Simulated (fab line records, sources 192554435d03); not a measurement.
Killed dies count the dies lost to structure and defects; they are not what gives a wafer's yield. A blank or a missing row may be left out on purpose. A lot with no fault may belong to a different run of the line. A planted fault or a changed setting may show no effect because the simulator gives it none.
fab line records    flow n5-finfet
record lots=4  wafers=12  last-day=17
route steps=1938 shown PMOS_HMC_CHANNEL_EPI@68 FIN_SAQP@90 BEOL_M4@1111 PASSIVATION@1936
lots with no fault: from the same line, run without faults
start-h: hours from the record's opening day to when the first of the lot's shown wafers began    wait-h: hours since the lot's step before    " same as the row above    L1.1+2: several wafers, shown together as one row    - value missing, or start not given    * or withheld: withheld    < > ~ a bound
route shown NAME@n: a module of which the file shows steps, and the number in the route of the first    usual: mean/standard deviation of fault-free wafers    same: alike in all rows    chamber/n: place in a boat    sites: readings site by site    _std_site: the standard deviation of these    _edge_site: inner sites' mean taken away from outer sites' mean    radius-mm: how far each site lies from the wafer's centre    mask NAME#n: copy n    behind: tool/chamber where the wafer was last shaped    hold: the reason the lot was held/the length of the hold in hours/how it ended    device: the n, p or np transistor that did not switch    end of line: the same wafers' tests at the end of the route    step lacking rows: just its recipe    killed: the dies lost at the first sort to structure and to defects; this is not the yield of the wafer    map: the dies of a wafer, with x for killed, . for not killed, _ for no die there
set.NAME: setting as actually run; set.NAME@STEP: the setting as run at that earlier step    model.NAME: the simulator's own value behind a step, which no gauge read
lots seen at some steps along the route; tables by step, rows by wafer
services: when a tool's chamber went out of use (start-h, in hours from the record's first day, below 0 if earlier), for how many hours, and the reason
## steps
# step N5_PMOS_HMC_CHANNEL_EPI_DESCUM_14
# recipe chemistry=O2  time-s=7.9  source-power-w=50  bias-power-w=20  pressure-mtorr=20  rf-frequency-hz=2.712e+07  temp-c=40  resist=CAR-ArF-block  o2-flow-sccm=225
# step N5_PMOS_HMC_CHANNEL_EPI_ETCH_32
# recipe chemistry=N2/H2  target=BARC  stop-on=SiO2  target-depth-a=858  over-etch-frac=0.3  time-s=50.3  ion-energy-ev=200  mask-material=CAR-ArF-block  pressure-mtorr=30  source-w=840  bias-w=150  n2-flow-sccm=200  h2-flow-sccm=200
# step N5_PMOS_HMC_CHANNEL_EPI_HM_OPEN_15
# recipe chemistry=CHF3/O2  target=SiO2  mask-material=CAR-ArF-block  target-depth-a=406  CHF3_flow_sccm=50  O2_flow_sccm=5  Ar_flow_sccm=200  time-s=20.3  pressure-mtorr=30  source-w=650  bias-w=170  ion-energy-ev=200
# step N5_PMOS_HMC_CHANNEL_EPI_STRIP_33
# recipe chemistry=N2/H2  power-w=500  temp-c=40  pressure-mtorr=50  rf-frequency-hz=6e+07  overash-fraction=0.3  bias-power-w=8  h2-frac=0.5  n2-flow-sccm=300  h2-flow-sccm=300
# step N5_PMOS_HMC_CHANNEL_EPI_STRIP_17
# recipe chemistry=SPM  time-s=750  temp-c=130  h2so4-h2o2-vol-ratio=4  dry=ipa-marangoni
# step N5_PMOS_HMC_CHANNEL_EPI_ETCH_38
# recipe chemistry=CF4  target=SiO2  target-depth-a=15  ion-energy-ev=350  pressure-mtorr=10  icp-w=800  bias-w=400  cf4-flow-sccm=80
# step N5_PMOS_HMC_CHANNEL_EPI_FIN_RECESS_16
# recipe chemistry=HBr/Cl2  target=Si  mask-material=SiO2  target-depth-a=540  time-s=18  pressure-mtorr=10  icp-w=800  bias-w=75  HBr_flow_sccm=150  Cl2_flow_sccm=80
# step N5_PMOS_HMC_CHANNEL_EPI_PRECLEAN_36
# recipe chemistry=O3/DIW  time-s=45  temp-c=22  o3-ppm=10
# step N5_PMOS_HMC_CHANNEL_EPI_PRECLEAN_18
# recipe chemistry=DHF  time-s=30  temp-c=25  dilution=withheld
# step N5_PMOS_HMC_CHANNEL_EPI_SRD_19
# recipe dry=ipa-marangoni  do-ppb=5  time-s=30  temp-c=23  rinse-liquid=diw
# step N5_PMOS_HMC_CHANNEL_EPI_EPI_20
# recipe material=SiGe30  mask-material=SiO2  pressure-torr=20  target-thk-a=590  temp-c=600
# usual susceptor-temp-C=600.00/0.29  susceptor_temp_C_max=601.4/0.86
lot.wafer  tool          chamber  start-h  wait-h  susceptor-temp-C  susceptor_temp_C_max  model.SiGe30_of_PMOS_HMC_CHANNEL_EPI_EPI_20.thk-nm
L433.2     epi-rpcvd-04  0        36.37    0.2     612.90            614.1                 73.37
L433.3     "             0        "        "       612.33            613.4                 74.11
L433.5     "             0        "        "       613.09            614.2                 74.22
L440.1     epi-rpcvd-04  0        78.32    0.0     612.73            613.5                 74.83
L440.5     "             0        "        "       613.15            614.0                 74.68
L440.6     "             0        "        "       612.52            613.6                 74.34
L445.2     epi-rpcvd-03  0        108.21   0.3     599.64            601.9                 59.31
L445.3     "             0        "        "       599.77            601.9                 59.03
L445.4     "             0        "        "       599.84            602.2                 59.11
L451.1     epi-rpcvd-04  0        144.08   0.0     599.95            601.0                 59.55
L451.2     "             0        "        "       599.61            600.6                 59.25
L451.4     "             0        "        "       599.99            601.1                 58.84
# step N5_PMOS_HMC_CHANNEL_EPI_HM_STRIP_35
# recipe chemistry=dHF  temp-c=25  material=SiO2  target=SiO2  target-depth-a=396  time-s=216
# step N5_PMOS_HMC_CHANNEL_EPI_SRD_39
# recipe dry=ipa-marangoni  time-s=30  temp-c=23  rinse-liquid=diw
# step N5_PMOS_HMC_CHANNEL_EPI_CMP_21
# recipe material=SiGe30  post-cmp-clean=alkaline-brush  target-thk-nm=54
# step N5_PMOS_HMC_CHANNEL_EPI_PRECLEAN_40
# recipe chemistry=DHF  time-s=30  temp-c=25  dilution=withheld
# step N5_PMOS_HMC_CHANNEL_EPI_PRECLEAN_37
# recipe chemistry=O3/DIW  time-s=45  temp-c=22  o3-ppm=10
# usual bath-heat-duty-pct=2.4/0.46
lot.wafer  tool          chamber  start-h  wait-h  bath-heat-duty-pct  model.SiGe30_of_PMOS_HMC_CHANNEL_EPI_EPI_20.thk-nm
L433.2     wet-bench-04  6        37.83    0.0     2.5                 52.05
L433.3     "             7        "        "       2.5                 52.19
L433.5     "             0        "        "       2.9                 53.79
L440.1     wet-bench-04  2        79.99    0.0     1.6                 52.92
L440.5     "             4        "        "       2.4                 52.92
L440.6     "             3        "        "       2.6                 53.94
L445.2     wet-bench-02  7        110.01   0.0     1.8                 53.27
L445.3     "             1        "        "       2.4                 53.41
L445.4     "             2        "        "       2.5                 53.18
L451.1     wet-bench-02  6        145.75   0.0     1.4                 53.3
L451.2     "             5        "        "       2.8                 53.12
L451.4     "             1        "        "       2.2                 53.42
# step N5_PMOS_HMC_CHANNEL_EPI_PRECLEAN_24
# recipe chemistry=DHF  time-s=30  temp-c=25  dilution=withheld
# step N5_PMOS_HMC_CHANNEL_EPI_SRD_25
# recipe dry=ipa-marangoni  do-ppb=5  time-s=30  temp-c=23  rinse-liquid=diw
# step N5_PMOS_HMC_CHANNEL_EPI_EPI_26
# recipe material=Si  target-thk-a=38  temp-c=650  precursor=SiH4/H2  pressure-torr=20  time-s=22.7
# step N5_FIN_SAQP_PRECLEAN_42
# recipe chemistry=O3/DIW  time-s=60  temp-c=22  o3-ppm=10
# step N5_FIN_SAQP_PRECLEAN_00
# recipe chemistry=SC1  time-s=60  temp-c=55  mix=1:2:50
# step N5_FIN_SAQP_PRECLEAN_44
# recipe chemistry=SC2  time-s=45  temp-c=35  mix=1:1:50
# step N5_FIN_SAQP_SRD_01
# recipe dry=ipa-marangoni  time-s=30  temp-c=23  rinse-liquid=diw
# step N5_FIN_SAQP_ALD_61
# recipe material=SiO2  target-thk-a=40  temp-c=300  ald-precursor-family=BDEAS  ald-co-reactant=O2-plasma  pulse-time-s=1  purge-time-s=2  co-reactant-purge-time-s=2  ald-cycles=43  pressure-torr=2
# step N5_FIN_SAQP_DENSIFY_62
# recipe temp-c=700  time-s=60  ambient=N2  idle-temp-c=600  ramp-up-c-per-s=150  ramp-down-c-per-s=60  cool-to-c=600
# step N5_FIN_SAQP_HM_DEP_03
# recipe material=SiNx  target-thk-a=380  temp-c=400  precursor=SiH4/NH3/N2  pressure-torr=1.5  rf-w=300  time-s=33.6
# step N5_FIN_SAQP_PECVD_47
# recipe material=a-Si  target-thk-a=450  temp-c=400  precursor=SiH4/He  pressure-torr=3  rf-w=100  time-s=36.3
# step N5_FIN_SAQP_PECVD_48
# recipe material=SiNx  target-thk-a=250  temp-c=400  precursor=SiH4/NH3/N2  pressure-torr=1.5  rf-w=300  time-s=22.1
# step N5_FIN_SAQP_PECVD_06
# recipe material=a-Si  target-thk-a=600  temp-c=400  precursor=SiH4/He  pressure-torr=3  rf-w=100  time-s=48.1
# step N5_FIN_SAQP_HM_DEP_72
# recipe material=SiO2  target-thk-a=120  temp-c=400  precursor=SiH4/N2O  pressure-torr=0.75  rf-w=275  time-s=7.2
# step N5_FIN_SAQP_COAT_49
# recipe resist=SOC  temp-c=250  time-s=60  spin-rpm=1500  resist-thk-nm=100
# step N5_FIN_SAQP_COAT_50
# recipe resist=SiARC  temp-c=220  time-s=60  spin-rpm=1500  resist-thk-nm=35
# step N5_FIN_SAQP_COAT_10
# recipe resist=CAR-ArF  spin-rpm=1500  resist-thk-nm=90
# step N5_FIN_SAQP_EBR_12
# recipe solvent=PGMEA  ebr-width-mm=1.5
# step N5_FIN_SAQP_SOFTBAKE_11
# recipe temp-c=110  time-s=60  resist=CAR-ArF
# step N5_BEOL_M4_RC_MEAS_101
# usual DIBL_N=36.0/2.5  DIBL_P=36.7/3  IOFF_N=0.16/0.043  IOFF_P=0.21/0.049  ION_N=673/15  ION_P=461/9.8  SS_N=71.5/0.83  SS_P=73.4/0.83  VT_N=250/4  VT_P=-251/4  VT_P_LONG=-276.0/3
lot.wafer  tool       chamber  start-h  wait-h  DIBL_N[mV/V]  DIBL_P[mV/V]  IOFF_N[nA/um]  IOFF_P[nA/um]  ION_N[uA/um]  ION_P[uA/um]  SS_N[mV/dec]  SS_P[mV/dec]  VT_N[mV]  VT_P[mV]  VT_P_LONG[mV]
L433.2     prober-02  0        185.91   0.2     38.7          40.3          0.22           0.22           695           460           71.6          73.9          243       -252      -280.4
L433.3     "          0        "        "       38.6          39.8          0.20           0.21           686           462           71.7          73.6          245       -251      -282.6
L433.5     "          0        "        "       40.7          42.7          0.24           0.27           693           464           72.6          74.8          244       -249      -282.4
L440.1     prober-02  0        219.89   0.0     39.1          40.2          0.19           0.19           691           457           72.4          74.4          248       -259      -285.5
L440.5     "          0        "        "       38.5          39.7          0.18           0.19           677           449           72.4          74.2          252       -257      -285.6
L440.6     "          0        "        "       39.4          39.1          0.22           0.19           677           444           73.0          74.3          248       -257      -284.6
L445.2     prober-01  0        266.77   0.2     37.9          40.2          0.20           0.28           682           472           72.1          74.6          247       -245      -274.4
L445.3     "          0        "        "       36.3          37.5          0.17           0.23           667           457           71.5          73.8          250       -246      -274.4
L445.4     "          0        "        "       34.1          35.2          0.13           0.19           667           459           71.5          73.1          253       -251      -274.3
L451.1     prober-01  0        305.14   0.0     36.1          36.6          0.15           0.21           660           462           72.1          73.6          250       -249      -274.6
L451.2     "          0        "        "       34.3          34.1          0.12           0.18           654           453           72.2          72.7          252       -251      -276.3
L451.4     "          0        "        "       39.4          41.6          0.26           0.32           713           488           73.3          74.2          240       -244      -274.3
# step N5_PASSIVATION_PROBE_49
# usual defect-limited-yield=91.1/1.5  killed_at_M0_to_M3=37/11  killed_at_M4_up=13/5.6  killed-at-contacts=12/5.6  killed-at-front-end=39/11  killed-at-other=4/3.1  killed-dies=105/18  killed-open=69/13  killed-short=35/7.4  sort_bin_5_function=5.1/0.92  sort_bin_6_memory=3.4/0.76  sort-n-pass=1075/18  sort-yield-pct=91.1/1.5
# same gross-dies=1180  killed-at-back-side=0  sort_bin_4_leakage[%]=0  sort_bin_8_speed[%]=0
lot.wafer  tool       chamber  start-h  wait-h  defect-limited-yield[%]  killed_at_M0_to_M3  killed_at_M4_up  killed-at-contacts  killed-at-front-end  killed-at-other  killed-dies  killed-open  killed-short  sort_bin_5_function[%]  sort_bin_6_memory[%]  sort-n-pass  sort-yield-pct[%]
L433.2     prober-01  -        296.96   0.7     91.4                     20                  12               18                  44                   7                101          60           38            5.4                     2.8                   1079         91.4
L433.3     prober-01  -        297.01   0.8     91.0                     37                  6                9                   49                   5                106          73           33            5.8                     2.8                   1074         91.0
L433.5     prober-01  -        297.11   0.9     91.0                     26                  16               12                  46                   6                106          59           39            5.7                     2.5                   1074         91.0
L440.1     prober-02  -        326.39   0.0     88.7                     42                  14               13                  52                   12               133          99           34            5.9                     5.2                   1047         88.7
L440.5     prober-02  -        326.59   0.2     88.5                     48                  17               15                  44                   12               136          93           34            6.1                     4.6                   1044         88.5
L440.6     prober-02  -        326.64   0.3     90.3                     53                  12               15                  32                   2                114          82           31            5.7                     3.5                   1066         90.3
L445.2     prober-01  -        377.96   0.1     90.3                     36                  17               16                  45                   1                115          82           33            5.3                     4.3                   1065         90.3
L445.3     prober-01  -        378.01   0.1     89.3                     50                  20               19                  36                   1                126          83           43            6.3                     4.1                   1054         89.3
L445.4     prober-01  -        378.06   0.2     91.7                     24                  15               13                  45                   1                98           64           34            4.2                     4.0                   1082         91.7
L451.1     prober-01  -        413.63   0.0     90.9                     30                  19               1                   51                   6                107          71           36            5.5                     3.6                   1073         90.9
L451.2     prober-01  -        413.68   0.1     90.8                     50                  13               4                   37                   4                108          70           38            5.4                     3.6                   1072         90.8
L451.4     prober-01  -        413.78   0.2     93.1                     38                  15               3                   20                   6                82           53           27            4.5                     2.1                   1098         93.1
# killed by level:class
L433.2 MOL_CONTACT_COAG:geometric-particle:open=16 GATE_CUT:geometric-particle:short=8 GATE_CUT:geometric-particle:open=7 FIN_SAQP:geometric-particle:short=6 STI_FIN_REVEAL:geometric-particle:open=6 FIN_SAQP:geometric-particle:open=4 BEOL_M1:geometric-particle:short=4 BEOL_M1:geometric-particle:open=4
L433.3 STI_FIN_REVEAL:geometric-particle:open=18 BEOL_M1:geometric-particle:open=12 BEOL_M2:geometric-particle:open=9 GATE_CUT:geometric-particle:short=8 MOL_CONTACT_COAG:geometric-particle:open=6 STI_FIN_REVEAL:geometric-particle:short=4 DUMMY_GATE:geometric-particle:open=4 BEOL_M1:geometric-particle:short=4
L433.5 FIN_SAQP:geometric-particle:short=14 MOL_CONTACT_COAG:geometric-particle:open=9 BEOL_M4:geometric-particle:open=8 HKMG_FIN:area-etch=8 GATE_CUT:geometric-particle:short=7 BEOL_M3:geometric-particle:open=6 FIN_SAQP:geometric-particle:open=5 BEOL_M1:geometric-particle:open=4
L440.1 STI_FIN_REVEAL:geometric-particle:open=15 BEOL_M3:geometric-particle:open=13 MOL_CONTACT_COAG:geometric-particle:open=11 FIN_SAQP:geometric-particle:open=9 GATE_CUT:geometric-particle:short=8 BEOL_M4:geometric-particle:open=8 BEOL_M1:geometric-particle:open=7 BEOL_M2:geometric-particle:open=7
L440.5 BEOL_M3:geometric-particle:open=15 MOL_CONTACT_COAG:geometric-particle:open=13 STI_FIN_REVEAL:geometric-particle:open=11 BEOL_M2:geometric-particle:open=11 BEOL_M4:geometric-particle:open=9 HKMG_FIN:area-etch=9 BEOL_M0_SAQP:geometric-particle:short=6 BEOL_M0_SAQP:geometric-particle:open=6
L440.6 BEOL_M1:geometric-particle:open=14 BEOL_M3:geometric-particle:open=12 MOL_CONTACT_COAG:geometric-particle:open=11 BEOL_M0_SAQP:geometric-particle:open=9 FIN_SAQP:geometric-particle:open=6 STI_FIN_REVEAL:geometric-particle:open=6 BEOL_M0_SAQP:geometric-particle:short=6 MOL_CONTACT_COAG:geometric-particle:short=4
L445.2 BEOL_M0_SAQP:geometric-particle:open=12 FIN_SAQP:geometric-particle:short=11 MOL_CONTACT_COAG:geometric-particle:open=11 FIN_SAQP:geometric-particle:open=10 BEOL_M3:geometric-particle:open=9 DUMMY_GATE:geometric-particle:open=8 BEOL_M1:geometric-particle:open=7 BEOL_M4:geometric-particle:open=6
L445.3 MOL_CONTACT_COAG:geometric-particle:open=16 BEOL_M0_SAQP:geometric-particle:open=14 FIN_SAQP:geometric-particle:short=11 BEOL_M0_SAQP:geometric-particle:short=10 BEOL_M4:geometric-particle:open=10 BEOL_M2:geometric-particle:open=9 BEOL_M3:geometric-particle:open=8 FIN_SAQP:geometric-particle:open=6
L445.4 STI_FIN_REVEAL:geometric-particle:open=14 FIN_SAQP:geometric-particle:short=13 MOL_CONTACT_COAG:geometric-particle:open=10 BEOL_M1:geometric-particle:open=9 BEOL_M0_SAQP:geometric-particle:open=5 GATE_CUT:geometric-particle:short=4 BEOL_M0_SAQP:geometric-particle:short=4 BEOL_M2:geometric-particle:open=3
L451.1 STI_FIN_REVEAL:geometric-particle:open=17 BEOL_M0_SAQP:geometric-particle:open=8 BEOL_M4:geometric-particle:open=7 FIN_SAQP:geometric-particle:short=6 BEOL_M3:geometric-particle:open=6 STARTING-WAFER:geometric-particle:short=6 FIN_SAQP:geometric-particle:open=5 STI_FIN_REVEAL:geometric-particle:short=5
L451.2 BEOL_M0_SAQP:geometric-particle:short=15 STI_FIN_REVEAL:geometric-particle:open=14 BEOL_M0_SAQP:geometric-particle:open=14 BEOL_M3:geometric-particle:open=12 STI_FIN_REVEAL:geometric-particle:short=6 BEOL_M4:geometric-particle:open=6 BEOL_M8:geometric-particle:open=4 FIN_SAQP:geometric-particle:short=3
L451.4 BEOL_M0_SAQP:geometric-particle:open=13 BEOL_M4:geometric-particle:open=8 BEOL_M0_SAQP:geometric-particle:short=7 BEOL_M3:geometric-particle:open=6 BEOL_M2:geometric-particle:open=5 STI_FIN_REVEAL:geometric-particle:open=4 GATE_CUT:geometric-particle:short=3 BEOL_M1:geometric-particle:open=3
## services
tool          chamber  start-h  hours  kind
wet-bench-04  -        74.32    1.9    pm
epi-rpcvd-04  -        89.26    18.4   repair
epi-rpcvd-04  -        107.67   2.8    pm
## key
first-sign step=N5_PMOS_HMC_CHANNEL_EPI_EPI_20  reading=susceptor-temp-C  direction=up  sigmas=44  usual=*  struck=*
effect step=N5_PMOS_HMC_CHANNEL_EPI_EPI_20  reading=susceptor_temp_C_max  direction=up  sigmas=14  usual=*  struck=*
effect step=N5_BEOL_M4_RC_MEAS_101  reading=VT_P_LONG  direction=down  sigmas=2.5  usual=-276.0  struck=-283.5
model-effect step=N5_PMOS_HMC_CHANNEL_EPI_EPI_20  value=SiGe30_of_PMOS_HMC_CHANNEL_EPI_EPI_20.thk-nm  without=59.18  struck=74.26
model-effect step=N5_PMOS_HMC_CHANNEL_EPI_PRECLEAN_37  value=SiGe30_of_PMOS_HMC_CHANNEL_EPI_EPI_20.thk-nm  without=53.21  struck=52.97
met-at N5_PMOS_HMC_CHANNEL_EPI_EPI_20
struck-wafers L433.2,L433.3,L433.5,L440.1,L440.5,L440.6
fault kind=process-parameter-drift  tool=epi-rpcvd-04  chamber=-  onset-h=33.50  steps=N5_PMOS_HMC_CHANNEL_EPI_EPI_20  channel=temp-c  offset=*  shape=step  end-h=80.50  acts-in=*  stated=*
